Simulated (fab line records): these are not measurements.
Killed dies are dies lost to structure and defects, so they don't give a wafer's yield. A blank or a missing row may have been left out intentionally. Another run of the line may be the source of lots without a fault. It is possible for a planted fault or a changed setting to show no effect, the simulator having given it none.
fab line records	flow n5-finfet
[record] lots = 5	wafers = 15	last-day = 17
route steps=1938 shown ZERO_LAYER@7 WELL_APT@20
lots that met no fault: from a run of the same line without faults
start-h: the number of hours between the record's first day and the start of the first shown wafer of the lot	wait-h: how many hours have passed since the lot's step before this one	" repeats the value in the row above	L1.1+2: one row covering several wafers at once	- no value, or no start given	* or withheld: withheld	< > ~ a bound
route shown NAME@n: NAME is a module with steps in the file, n the number in the route of the first one	usual: mean and standard deviation over wafers with no fault	same: alike in all rows	chamber/n: place in a boat	sites: per-site readings	_std_site: the values' standard deviation	_edge_site: mean of outer sites minus mean of inner sites	radius-mm: how far each site lies from the wafer's centre	mask NAME#n: copy n	behind: the last tool/chamber to shape the wafer	hold: reason for holding the lot/hours on hold/outcome of the hold	device: the transistor (n, p or np) that didn't switch	end of line: the route-end tests of the same wafers	a step with no rows: only its recipe	killed: dies lost to structure and defects at the first sort, not the wafer's yield	map: dies across one wafer; x = killed, . = not, _ = none there
set.NAME: the setting that was run; set.NAME@STEP: the one run at that earlier step	model.NAME: the simulator's own value behind a step, which no gauge read
lots at selected steps of the route; one table per step, one row per wafer
services: from which hour (start-h, from the record's first day; less than 0 if before it) a tool's chamber was out of use, for how many hours, and why
[[steps]]
[step N5_ZERO_LAYER_EBR_07]
[recipe] solvent = PGMEA	ebr-width-mm = 1.5
lot.wafer	tool	chamber	start-h	wait-h
L089.1+2+3	litho-track-02	0	-	-
L090.1+2+4	litho-track-02	0	-	-
L093.1+3+5	litho-track-02	0	-	-
L095.2+3+4	litho-track-03	0	-	-
L096.3+4+5	litho-track-03	0	-	-
[step N5_ZERO_LAYER_SOFTBAKE_06]
[recipe] temp-c = 100	time-s = 90
lot.wafer	tool	chamber	start-h	wait-h
L089.1+2+3	litho-track-02	0	-	-
L090.1+2+4	litho-track-02	0	-	-
L093.1+3+5	litho-track-02	0	-	-
L095.2+3+4	litho-track-03	0	-	-
L096.3+4+5	litho-track-03	0	-	-
[step N5_ZERO_LAYER_EXPOSE_08]
[recipe] mask-id = ZERO	na = 0.55	source-shape = conventional	sigma-outer = 0.8	polarization = unpolarized	defocus-nm = 0	target-cd-nm = 2000	dose-mj = 16.2
lot.wafer	tool	chamber	start-h	wait-h	mask
L089.1+2+3	krf-scanner-02	0	102.59	-	ZERO#0
L090.1+2+4	krf-scanner-02	0	108.48	-	ZERO#0
L093.1+3+5	krf-scanner-01	0	126.48	-	ZERO#0
L095.2+3+4	krf-scanner-01	0	138.50	-	ZERO#0
L096.3+4+5	krf-scanner-02	0	144.60	-	ZERO#0
[step N5_ZERO_LAYER_PEB_09]
[recipe] peb-temp-c = withheld	peb-time-s = *
lot.wafer	tool	chamber	start-h	wait-h
L089.1+2+3	litho-track-02	0	102.65	0.1
L090.1+2+4	litho-track-03	0	108.54	0.1
L093.1+3+5	litho-track-02	0	126.54	0.1
L095.2+3+4	litho-track-02	0	138.55	0.0
L096.3+4+5	litho-track-02	0	144.65	0.0
[step N5_ZERO_LAYER_DEVELOP_10]
[recipe] develop-time-s = 60	rinse-liquid = diw	dry = air-spin	dev-temp-c = 21
lot.wafer	tool	chamber	start-h	wait-h
L089.1+2+3	litho-track-02	0	-	-
L090.1+2+4	litho-track-03	0	-	-
L093.1+3+5	litho-track-02	0	-	-
L095.2+3+4	litho-track-02	0	-	-
L096.3+4+5	litho-track-02	0	-	-
[step N5_ZERO_LAYER_HARDBAKE_23]
[recipe] temp-c = 130	time-s = 120
lot.wafer	tool	chamber	start-h	wait-h
L089.1+2+3	litho-track-02	0	-	-
L090.1+2+4	litho-track-03	0	-	-
L093.1+3+5	litho-track-02	0	-	-
L095.2+3+4	litho-track-02	0	-	-
L096.3+4+5	litho-track-02	0	-	-
[step N5_ZERO_LAYER_CD_MEAS_11]
[recipe] target-cd-nm = 2000	landing-energy-ev = 500	detector = se-inlens
[usual] cd-nm = 2000.3/2.1
lot.wafer	tool	chamber	start-h	wait-h	cd-nm
L089.1	cd-sem-01	0	102.77	-	1998.5
L089.2	"	0	"	"	2001.6
L089.3	"	0	"	"	2001.2
L090.1	cd-sem-01	0	108.66	-	2002.9
L090.2	"	0	"	"	1998.4
L090.4	"	0	"	"	2001.9
L093.1	cd-sem-01	0	126.66	-	2000.0
L093.3	"	0	"	"	1996.6
L093.5	"	0	"	"	1999.4
L095.2	cd-sem-02	0	138.67	-	2002.7
L095.3	"	0	"	"	1997.1
L095.4	"	0	"	"	1997.8
L096.3	cd-sem-03	0	144.77	-	1997.4
L096.4	"	0	"	"	1999.5
L096.5	"	0	"	"	1999.8
[step N5_ZERO_LAYER_DESCUM_16]
[recipe] chemistry = O2	time-s = 7.9	source-power-w = 50	bias-power-w = 20	pressure-mtorr = 20	rf-frequency-hz = 2.712e+07	temp-c = 40	o2-flow-sccm = 225
[usual] drypump-motor-current-A = 5.6/0.47	oes-product-au = 0.75/0.072	rf-vpp-V = 242.6/1.3	showerhead-plenum-p-Torr = 2.06/0.063	throttle-valve-pct = 20.29/0.26
lot.wafer	tool	chamber	start-h	wait-h	drypump-motor-current-A	oes-product-au	rf-hours-counter-h	rf-vpp-V	showerhead-plenum-p-Torr	throttle-valve-pct
L089.1	rie-diel-04	1	102.80	0.0	5.0	0.75	145	243.1	2.01	20.43
L089.2	"	0	"	"	5.1	0.73	185	242.0	1.99	20.24
L089.3	"	2	"	"	6.3	0.73	195	242.3	2.08	20.68
L090.1	rie-diel-05	0	108.70	0.0	5.5	0.95	19	244.5	2.13	19.79
L090.2	"	1	"	"	5.8	0.72	214	242.8	1.99	20.38
L090.4	"	2	"	"	5.7	0.68	217	243.3	2.16	20.05
L093.1	rie-diel-04	2	126.77	0.1	6.3	0.71	201	242.1	2.08	20.68
L093.3	"	3	"	"	6.1	0.79	109	243.2	2.03	20.43
L093.5	"	3	"	"	6.0	0.80	-	240.7	2.03	20.44
L095.2	rie-diel-05	2	138.71	0.0	5.7	0.68	224	243.4	2.16	20.06
L095.3	"	1	"	"	5.8	0.72	225	243.4	1.98	20.40
L095.4	"	0	"	"	5.5	0.93	30	243.9	2.13	19.82
L096.3	rie-diel-05	3	144.81	0.0	5.0	0.67	239	242.8	2.04	20.02
L096.4	"	0	"	"	5.5	0.91	32	243.8	2.13	19.83
L096.5	"	1	"	"	5.8	0.70	-	240.9	1.98	20.41
[step N5_ZERO_LAYER_ETCH_17]
[recipe] chemistry = CF4	target = SiO2	target-depth-a = 120	time-s = 13.3	ion-energy-ev = 350	pressure-mtorr = 40	source-w = 450	bias-w = 215	Ar_flow_sccm = 100	cf4-flow-sccm = 100
[usual] drypump-motor-current-A = 5.6/0.47	mfc-ar-sccm = 100.0/0.3	oes-product-au = 0.75/0.072	rf-vpp-V = 947/4	showerhead-plenum-p-Torr = 2.11/0.064	throttle-valve-pct = 15.55/0.21
lot.wafer	tool	chamber	start-h	wait-h	drypump-motor-current-A	mfc-ar-sccm	oes-product-au	rf-hours-counter-h	rf-vpp-V	showerhead-plenum-p-Torr	throttle-valve-pct
L089.1	rie-diel-04	1	102.84	0.0	5.0	100.1	0.74	145	944	2.06	15.61
L089.2	"	0	"	"	5.1	99.7	0.73	185	943	2.04	15.54
L089.3	"	2	"	"	6.3	99.8	0.74	195	948	2.12	15.91
L090.1	rie-diel-05	0	108.73	0.0	5.5	99.7	0.94	19	950	2.18	15.08
L090.2	"	1	"	"	5.8	100.2	0.69	214	942	2.03	15.57
L090.4	"	2	"	"	5.7	100.4	0.67	217	952	2.21	15.48
L093.1	rie-diel-04	2	126.81	0.0	6.3	99.6	0.73	201	948	2.12	15.90
L093.3	"	3	"	"	6.1	99.8	0.79	109	944	2.07	15.65
L093.5	"	3	"	"	6.0	99.9	0.80	-	945	2.07	15.65
L095.2	rie-diel-05	2	138.74	0.0	5.7	100.1	0.67	224	953	2.21	15.49
L095.3	"	1	"	"	5.8	100.1	0.69	225	942	2.03	15.58
L095.4	"	0	"	"	5.5	99.8	0.92	30	952	2.18	15.08
L096.3	rie-diel-05	3	144.84	0.0	5.0	99.9	0.69	239	946	2.10	15.41
L096.4	"	0	"	"	5.5	100.3	0.91	32	951	2.18	15.09
L096.5	"	1	"	"	5.8	99.7	0.68	-	943	2.03	15.59
[step N5_ZERO_LAYER_ETCH_18]
[recipe] chemistry = HBr/Cl2	target = Si	target-depth-a = 1200	time-s = 40	pressure-mtorr = 10	icp-w = 800	bias-w = 75	HBr_flow_sccm = 150	Cl2_flow_sccm = 80
[usual] drypump-motor-current-A = 5.7/0.43	oes-product-au = 0.997/0.016	throttle-valve-pct = 36.3/0.32
lot.wafer	tool	chamber	start-h	wait-h	drypump-motor-current-A	oes-product-au	rf-hours-counter-h	throttle-valve-pct
L089.1	rie-si-04	3	102.91	0.0	6.3	1.014	116	36.0
L089.2	"	0	"	"	5.9	0.999	30	36.1
L089.3	"	2	"	"	4.9	1.011	8	36.1
L090.1	rie-si-02	1	108.80	0.0	5.2	1.001	119	36.8
L090.2	"	2	"	"	5.7	0.990	69	36.1
L090.4	"	3	"	"	5.4	1.009	117	35.7
L093.1	rie-si-03	3	126.88	0.0	5.7	0.961	60	36.5
L093.3	"	2	"	"	6.2	0.973	187	36.6
L093.5	"	3	"	"	5.7	0.961	-	36.5
L095.2	rie-si-02	0	138.81	0.0	5.1	0.996	9	36.4
L095.3	"	1	"	"	5.2	0.995	120	36.8
L095.4	"	3	"	"	5.4	1.000	118	35.7
L096.3	rie-si-04	0	144.92	0.0	5.9	0.998	31	36.2
L096.4	"	3	"	"	6.3	1.016	117	35.9
L096.5	"	3	"	"	6.3	1.023	-	36.0
[step N5_ZERO_LAYER_STRIP_24]
[recipe] chemistry = O2	power-w = 1000	temp-c = 250	overash-fraction = 0.3	pressure-mtorr = 1000	o2-flow-sccm = 6750
[usual] drypump-motor-current-A = 5.6/0.5	heater-power-w = 307/9.6	oes-product-au = 0.647/0.0042	strip-time-to-endpoint-s = 43.85/0.099
lot.wafer	tool	chamber	start-h	wait-h	drypump-motor-current-A	heater-power-w	oes-product-au	rf-hours-counter-h	strip-time-to-endpoint-s
L089.1	plasma-asher-01	1	103.02	0.1	5.5	297	0.649	44	43.88
L089.2	"	0	"	"	5.0	324	0.648	44	43.83
L089.3	"	1	"	"	5.5	310	0.651	-	43.80
L090.1	plasma-asher-02	1	108.91	0.1	5.4	301	0.648	94	43.79
L090.2	"	0	"	"	6.4	306	0.642	94	43.87
L090.4	"	0	"	"	6.4	300	0.652	-	43.89
L093.1	plasma-asher-02	0	126.99	0.1	6.4	300	0.650	97	43.79
L093.3	"	1	"	"	5.5	298	0.647	-	43.85
L093.5	"	1	"	"	5.5	294	0.647	-	43.81
L095.2	plasma-asher-01	1	138.92	0.1	5.5	309	0.645	51	44.05
L095.3	"	1	"	"	5.5	310	0.648	-	44.11
L095.4	"	0	"	"	5.0	319	0.645	-	43.93
L096.3	plasma-asher-01	1	145.04	0.1	5.6	307	0.635	-	44.00
L096.4	"	0	"	"	5.0	320	0.644	-	43.91
L096.5	"	0	"	"	5.0	323	0.647	-	44.00
[step N5_ZERO_LAYER_STRIP_19]
[recipe] chemistry = SPM	time-s = 900	temp-c = 130	h2so4-h2o2-vol-ratio = 4	dry = ipa-marangoni
lot.wafer	tool	chamber	start-h	wait-h
L089.1+2+3	wet-bench-03	6,7,4	103.10	0.1
L090.1+2+4	wet-bench-04	2,3,5	109.00	0.1
L093.1+3+5	wet-bench-05	5,1,4	127.07	0.1
L095.2+3+4	wet-bench-03	1,4,5	139.01	0.1
L096.3+4+5	wet-bench-05	7,6,4	145.11	0.0
[step N5_ZERO_LAYER_INSPECT_20]
[recipe] inspect-instrument = darkfield	mode = post-clean
[usual] raw-defect-count = 33/17
lot.wafer	tool	chamber	start-h	wait-h	raw-defect-count
L089.1	defect-inspect-01	-	103.38	0.0	12
L089.2	"	-	"	"	17
L089.3	"	-	"	"	9
L090.1	defect-inspect-02	-	109.29	0.0	12
L090.2	"	-	"	"	6
L090.4	"	-	"	"	12
L093.1	defect-inspect-01	-	127.37	0.0	37
L093.3	"	-	"	"	42
L093.5	"	-	"	"	43
L095.2	defect-inspect-01	-	139.28	0.0	13
L095.3	"	-	"	"	26
L095.4	"	-	"	"	22
L096.3	defect-inspect-01	-	145.38	0.0	43
L096.4	"	-	"	"	51
L096.5	"	-	"	"	50
[step N5_WELL_APT_HMDS_01]
[recipe] time-s = 60	temp-c = 120
lot.wafer	tool	chamber	start-h	wait-h
L089.1+2+3	litho-track-05	0	103.41	0.0
L090.1+2+4	litho-track-01	0	109.32	0.0
L093.1+3+5	litho-track-01	0	127.40	0.0
L095.2+3+4	litho-track-05	0	139.31	0.0
L096.3+4+5	litho-track-02	0	145.41	0.0
[step N5_WELL_APT_COAT_02]
[recipe] spin-rpm = 1357	resist-thk-nm = 950
lot.wafer	tool	chamber	start-h	wait-h
L089.1+2+3	litho-track-05	0	-	-
L090.1+2+4	litho-track-01	0	-	-
L093.1+3+5	litho-track-01	0	-	-
L095.2+3+4	litho-track-05	0	-	-
L096.3+4+5	litho-track-02	0	-	-
[step N5_WELL_APT_EBR_04]
[recipe] solvent = PGMEA	ebr-width-mm = 1.5
lot.wafer	tool	chamber	start-h	wait-h
L089.1+2+3	litho-track-05	0	-	-
L090.1+2+4	litho-track-01	0	-	-
L093.1+3+5	litho-track-01	0	-	-
L095.2+3+4	litho-track-05	0	-	-
L096.3+4+5	litho-track-02	0	-	-
[step N5_WELL_APT_SOFTBAKE_03]
[recipe] temp-c = 130	time-s = 60
lot.wafer	tool	chamber	start-h	wait-h
L089.1+2+3	litho-track-05	0	-	-
L090.1+2+4	litho-track-01	0	-	-
L093.1+3+5	litho-track-01	0	-	-
L095.2+3+4	litho-track-05	0	-	-
L096.3+4+5	litho-track-02	0	-	-
[step N5_WELL_APT_EXPOSE_05]
[recipe] mask-id = NWELL	na = 0.8	source-shape = conventional	sigma-outer = 0.8	polarization = unpolarized	defocus-nm = 0	target-cd-nm = 200	dose-mj = 20.3
lot.wafer	tool	chamber	start-h	wait-h	mask
L089.1+2+3	krf-scanner-01	0	103.63	-	NWELL#0
L090.1+2+4	krf-scanner-02	0	109.55	-	NWELL#0
L093.1+3+5	krf-scanner-01	0	127.63	-	NWELL#0
L095.2+3+4	krf-scanner-01	0	139.54	-	NWELL#0
L096.3+4+5	krf-scanner-02	0	145.65	-	NWELL#0
[step N5_WELL_APT_PEB_06]
[recipe] peb-temp-c = 130	peb-time-s = 90
lot.wafer	tool	chamber	start-h	wait-h
L089.1+2+3	litho-track-05	0	103.69	0.1
L090.1+2+4	litho-track-01	0	109.60	0.1
L093.1+3+5	litho-track-05	0	127.68	0.1
L095.2+3+4	litho-track-02	0	139.59	0.0
L096.3+4+5	litho-track-02	0	145.69	0.0
[step N5_WELL_APT_DEVELOP_07]
[recipe] develop-time-s = 45	rinse-liquid = surfactant-rinse	dry = air-spin	dev-temp-c = 21
lot.wafer	tool	chamber	start-h	wait-h
L089.1+2+3	litho-track-05	0	-	-
L090.1+2+4	litho-track-01	0	-	-
L093.1+3+5	litho-track-05	0	-	-
L095.2+3+4	litho-track-02	0	-	-
L096.3+4+5	litho-track-02	0	-	-
[step N5_WELL_APT_HARDBAKE_12]
[recipe] temp-c = 130	time-s = 120
lot.wafer	tool	chamber	start-h	wait-h
L089.1+2+3	litho-track-05	0	-	-
L090.1+2+4	litho-track-01	0	-	-
L093.1+3+5	litho-track-05	0	-	-
L095.2+3+4	litho-track-02	0	-	-
L096.3+4+5	litho-track-02	0	-	-
[step N5_WELL_APT_CD_MEAS_08]
[recipe] target-cd-nm = 200	landing-energy-ev = 500	detector = se-inlens
[usual] cd-nm = 199.7/1.6
lot.wafer	tool	chamber	start-h	wait-h	cd-nm
L089.1	cd-sem-03	0	103.81	-	200.2
L089.2	"	0	"	"	200.8
L089.3	"	0	"	"	200.0
L090.1	cd-sem-01	0	109.72	-	198.8
L090.2	"	0	"	"	201.4
L090.4	"	0	"	"	200.6
L093.1	cd-sem-01	0	127.80	-	200.1
L093.3	"	0	"	"	198.2
L093.5	"	0	"	"	198.7
L095.2	cd-sem-01	0	139.71	-	198.7
L095.3	"	0	"	"	199.5
L095.4	"	0	"	"	201.4
L096.3	cd-sem-02	0	145.81	-	199.1
L096.4	"	0	"	"	202.1
L096.5	"	0	"	"	200.1
[step N5_WELL_APT_OVL_MEAS_09]
[recipe] points-per-wafer = 44
[usual] NWELL_OVL = 0/6.2
lot.wafer	tool	chamber	start-h	wait-h	NWELL_OVL[nm]
L089.1	overlay-02	0	103.84	0.0	4
L089.2	"	0	"	"	0
L089.3	"	0	"	"	10
L090.1	overlay-01	0	109.75	0.0	0
L090.2	"	0	"	"	0
L090.4	"	0	"	"	-1
L093.1	overlay-02	0	127.83	0.0	-5
L093.3	"	0	"	"	2
L093.5	"	0	"	"	-1
L095.2	overlay-02	0	139.74	0.0	3
L095.3	"	0	"	"	1
L095.4	"	0	"	"	4
L096.3	overlay-01	0	145.84	0.0	5
L096.4	"	0	"	"	1
L096.5	"	0	"	"	-2
[step N5_WELL_APT_INSPECT_10]
[recipe] mode = adi	inspect-instrument = macro
[usual] raw-defect-count = 2.3/1.6
lot.wafer	tool	chamber	start-h	wait-h	raw-defect-count
L089.1	defect-inspect-01	-	103.86	0.0	2
L089.2	"	-	"	"	1
L089.3	"	-	"	"	3
L090.1	defect-inspect-02	-	109.77	0.0	5
L090.2	"	-	"	"	0
L090.4	"	-	"	"	1
L093.1	defect-inspect-02	-	127.85	0.0	5
L093.3	"	-	"	"	2
L093.5	"	-	"	"	2
L095.2	defect-inspect-01	-	139.76	0.0	3
L095.3	"	-	"	"	4
L095.4	"	-	"	"	1
L096.3	defect-inspect-02	-	145.86	0.0	4
L096.4	"	-	"	"	2
L096.5	"	-	"	"	1
[step N5_WELL_APT_DESCUM_13]
[recipe] chemistry = O2	time-s = 7.9	source-power-w = 50	bias-power-w = 20	pressure-mtorr = 20	rf-frequency-hz = 2.712e+07	temp-c = 40	o2-flow-sccm = 225
[usual] drypump-motor-current-A = 5.7/0.54	oes-product-au = 0.84/0.087	rf-vpp-V = 243.6/1.6	showerhead-plenum-p-Torr = 2.12/0.089	throttle-valve-pct = 20.38/0.17
lot.wafer	tool	chamber	start-h	wait-h	drypump-motor-current-A	oes-product-au	rf-hours-counter-h	rf-vpp-V	showerhead-plenum-p-Torr	throttle-valve-pct
L089.1	rie-diel-06	3	103.89	0.0	5.2	0.89	35	244.4	2.20	20.28
L089.2	"	2	"	"	5.4	0.92	16	245.8	2.23	20.46
L089.3	"	0	"	"	5.3	0.94	3	246.8	2.25	20.50
L090.1	rie-diel-02	3	110.63	0.9	4.7	0.87	45	241.8	2.04	20.45
L090.2	"	1	"	"	5.6	0.88	35	244.0	2.13	20.18
L090.4	"	2	"	"	5.8	0.84	53	246.6	2.24	20.40
L093.1	rie-diel-02	3	128.87	1.0	4.7	0.86	54	241.7	2.03	20.45
L093.3	"	1	"	"	5.6	0.87	44	243.1	2.13	20.18
L093.5	"	1	"	"	5.6	0.86	-	242.5	2.13	20.18
L095.2	rie-diel-06	0	139.80	0.0	5.3	0.94	6	246.0	2.25	20.51
L095.3	"	3	"	"	5.1	0.89	37	245.5	2.20	20.28
L095.4	"	1	"	"	6.6	0.81	94	241.7	2.02	20.43
L096.3	rie-diel-06	3	145.90	0.0	5.2	0.89	40	246.2	2.20	20.28
L096.4	"	2	"	"	5.5	0.91	22	246.4	2.23	20.48
L096.5	"	0	"	"	5.3	0.93	-	245.8	2.25	20.53
[step N5_WELL_APT_IMPLANT_14]
[recipe] species = P	energy-kev = 160	dose-cm2 = 1.5e+13	tilt-deg = 0	rotation-deg = 0
[usual] faraday-current-uA = 190/3.9
lot.wafer	tool	chamber	start-h	wait-h	faraday-current-uA
L089.1	implanter-01	0	103.99	0.1	194
L089.2	"	0	"	"	187
L089.3	"	0	"	"	187
L090.1	implanter-02	0	110.73	0.1	192
L090.2	"	0	"	"	190
L090.4	"	0	"	"	188
L093.1	implanter-01	0	128.98	0.1	190
L093.3	"	0	"	"	190
L093.5	"	0	"	"	193
L095.2	implanter-01	0	139.93	0.1	186
L095.3	"	0	"	"	188
L095.4	"	0	"	"	190
L096.3	implanter-02	0	146.06	0.1	190
L096.4	"	0	"	"	186
L096.5	"	0	"	"	186
[step N5_WELL_APT_IMPLANT_15]
[recipe] species = As	energy-kev = 25	dose-cm2 = 1.5e+13	tilt-deg = 0	rotation-deg = 0
[usual] faraday-current-uA = 190/4
lot.wafer	tool	chamber	start-h	wait-h	faraday-current-uA
L089.1	implanter-01	0	104.17	0.1	192
L089.2	"	0	"	"	181
L089.3	"	0	"	"	190
L090.1	implanter-02	0	110.91	0.1	194
L090.2	"	0	"	"	187
L090.4	"	0	"	"	189
L093.1	implanter-01	0	129.16	0.1	190
L093.3	"	0	"	"	185
L093.5	"	0	"	"	189
L095.2	implanter-01	0	140.11	0.1	194
L095.3	"	0	"	"	189
L095.4	"	0	"	"	188
L096.3	implanter-02	0	146.24	0.1	184
L096.4	"	0	"	"	189
L096.5	"	0	"	"	193
[step N5_WELL_APT_STRIP_16]
[recipe] chemistry = SPM	time-s = 900	temp-c = 130	h2so4-h2o2-vol-ratio = 4	dry = ipa-marangoni
lot.wafer	tool	chamber	start-h	wait-h
L089.1+2+3	wet-bench-02	5,2,0	104.38	0.2
L090.1+2+4	wet-bench-06	3,2,6	111.12	0.2
L093.1+3+5	wet-bench-02	2,3,0	129.37	0.2
L095.2+3+4	wet-bench-01	7,5,4	140.30	0.2
L096.3+4+5	wet-bench-06	2,1,3	146.40	0.1
[step N5_WELL_APT_HMDS_18]
[recipe] time-s = 60	temp-c = 120
lot.wafer	tool	chamber	start-h	wait-h
L089.1+2+3	litho-track-02	0	104.65	0.0
L090.1+2+4	litho-track-01	0	111.39	0.0
L093.1+3+5	litho-track-02	0	129.64	0.0
L095.2+3+4	litho-track-01	0	140.58	0.0
L096.3+4+5	litho-track-02	0	146.67	0.0
[step N5_WELL_APT_COAT_19]
[recipe] spin-rpm = 1357	resist-thk-nm = 950
lot.wafer	tool	chamber	start-h	wait-h
L089.1+2+3	litho-track-02	0	-	-
L090.1+2+4	litho-track-01	0	-	-
L093.1+3+5	litho-track-02	0	-	-
L095.2+3+4	litho-track-01	0	-	-
L096.3+4+5	litho-track-02	0	-	-
[step N5_WELL_APT_EBR_21]
[recipe] solvent = PGMEA	ebr-width-mm = 1.5
lot.wafer	tool	chamber	start-h	wait-h
L089.1+2+3	litho-track-02	0	-	-
L090.1+2+4	litho-track-01	0	-	-
L093.1+3+5	litho-track-02	0	-	-
L095.2+3+4	litho-track-01	0	-	-
L096.3+4+5	litho-track-02	0	-	-
[step N5_WELL_APT_SOFTBAKE_20]
[recipe] temp-c = 130	time-s = 60
lot.wafer	tool	chamber	start-h	wait-h
L089.1+2+3	litho-track-02	0	-	-
L090.1+2+4	litho-track-01	0	-	-
L093.1+3+5	litho-track-02	0	-	-
L095.2+3+4	litho-track-01	0	-	-
L096.3+4+5	litho-track-02	0	-	-
[step N5_WELL_APT_EXPOSE_22]
[recipe] mask-id = PWELL	na = 0.8	source-shape = conventional	sigma-outer = 0.8	polarization = unpolarized	defocus-nm = 0	target-cd-nm = 200	dose-mj = 23.2
lot.wafer	tool	chamber	start-h	wait-h	mask
L089.1+2+3	krf-scanner-01	0	104.75	-	PWELL#0
L090.1+2+4	krf-scanner-01	0	111.49	-	PWELL#0
L093.1+3+5	krf-scanner-01	0	129.74	-	PWELL#0
L095.2+3+4	krf-scanner-02	0	140.68	-	PWELL#0
L096.3+4+5	krf-scanner-01	0	146.92	-	PWELL#0
[step N5_WELL_APT_PEB_23]
[recipe] peb-temp-c = 130	peb-time-s = 90
lot.wafer	tool	chamber	start-h	wait-h
L089.1+2+3	litho-track-05	0	104.81	0.1
L090.1+2+4	litho-track-02	0	111.55	0.1
L093.1+3+5	litho-track-02	0	129.80	0.1
L095.2+3+4	litho-track-02	0	140.73	0.0
L096.3+4+5	litho-track-01	0	146.97	0.0
[step N5_WELL_APT_DEVELOP_24]
[recipe] develop-time-s = 45	rinse-liquid = surfactant-rinse	dry = air-spin	dev-temp-c = 21
lot.wafer	tool	chamber	start-h	wait-h
L089.1+2+3	litho-track-05	0	-	-
L090.1+2+4	litho-track-02	0	-	-
L093.1+3+5	litho-track-02	0	-	-
L095.2+3+4	litho-track-02	0	-	-
L096.3+4+5	litho-track-01	0	-	-
[step N5_WELL_APT_HARDBAKE_29]
[recipe] temp-c = 130	time-s = 120
lot.wafer	tool	chamber	start-h	wait-h
L089.1+2+3	litho-track-05	0	-	-
L090.1+2+4	litho-track-02	0	-	-
L093.1+3+5	litho-track-02	0	-	-
L095.2+3+4	litho-track-02	0	-	-
L096.3+4+5	litho-track-01	0	-	-
[step N5_WELL_APT_CD_MEAS_25]
[recipe] target-cd-nm = 200	landing-energy-ev = 500	detector = se-inlens
[usual] cd-nm = 200.8/2
lot.wafer	tool	chamber	start-h	wait-h	cd-nm
L089.1	cd-sem-02	0	104.92	-	203.7
L089.2	"	0	"	"	200.4
L089.3	"	0	"	"	202.4
L090.1	cd-sem-01	0	111.66	-	202.5
L090.2	"	0	"	"	203.7
L090.4	"	0	"	"	202.6
L093.1	cd-sem-03	0	129.91	-	202.1
L093.3	"	0	"	"	202.9
L093.5	"	0	"	"	201.6
L095.2	cd-sem-01	0	140.85	-	202.3
L095.3	"	0	"	"	202.0
L095.4	"	0	"	"	199.5
L096.3	cd-sem-03	0	147.08	-	199.1
L096.4	"	0	"	"	198.7
L096.5	"	0	"	"	200.3
[[services]]
tool	chamber	start-h	hours	kind
rie-diel-06	2	83.58	4.7	repair
krf-scanner-01	-	89.67	1.3	pm
rie-diel-02	2	92.12	3.4	repair
krf-scanner-02	-	96.13	1.3	pm
litho-track-05	-	96.45	-	consumable-replace:filter
rie-si-04	1	99.50	3.5	repair
rie-diel-06	-	104.51	28.1	pm
rie-si-02	-	109.96	0.3	repair
krf-scanner-02	-	122.25	4.4	pm
implanter-01	-	125.82	2.6	pm
krf-scanner-01	-	130.81	1.0	pm
krf-scanner-02	-	131.82	1.0	pm
plasma-asher-02	-	134.73	1.1	repair
rie-diel-02	0	145.20	4.2	repair
[[key]]
fault none
